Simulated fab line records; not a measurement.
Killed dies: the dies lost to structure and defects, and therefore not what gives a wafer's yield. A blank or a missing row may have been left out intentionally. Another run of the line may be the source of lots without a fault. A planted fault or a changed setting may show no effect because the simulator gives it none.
Matching of chambers ; flow n5_finfet ; rie_diel-03 running N5_GATE_CUT_ETCH_36: 4 sister chambers
The step etches SiARC in CF4, target depth 13 nm, time 21.7 s. 4 wafers are shown with their chamber, then 11 later ones without.

## WAFERS PAIRED WITH THEIR CHAMBERS
wafer;chamber;drypump_motor_current_A (A)
L083.5;0;5.9
L090.1;2;5.0
L090.6;1;6.1
L091.1;3;5.4

## WAFERS WITH NO CHAMBER GIVEN
wafer;drypump_motor_current_A (A)
L091.3;6.1
L091.4;5.4
L092.2;5.4
L092.4;5.1
L092.6;6.1
L094.2;5.9
L094.3;6.1
L094.5;6.1
L097.2;5.1
L097.3;5.4
L097.6;6.1

## WHICH CHAMBER EACH ONE RAN IN
wafer;from the rows above;in truth
L091.3;1;1
L091.4;3;3
L092.2;3;3
L092.4;2;2
L092.6;1;1
L094.2;0;0
L094.3;1;1
L094.5;1;1
L097.2;2;2
L097.3;3;3
L097.6;1;1
Correctly placed: 11 of 11. Left unplaced by these rows: 0. Wrongly placed: 0.
How it was worked out, from the rows above alone: a wafer's distance from a chamber is the root of the sum, over the readings, of the square of ((its reading less the chamber's mean) divided by the reading's scatter). If the next closest chamber is less than 2 further off than the closest, the wafer can't be placed; otherwise it belongs to the closest. For every chamber, the mean is computed from those of its wafers that are shown. The scatter (one wafer shown for each chamber): square how far every hidden wafer sits from the nearest shown wafer, average those squares and take the square root.
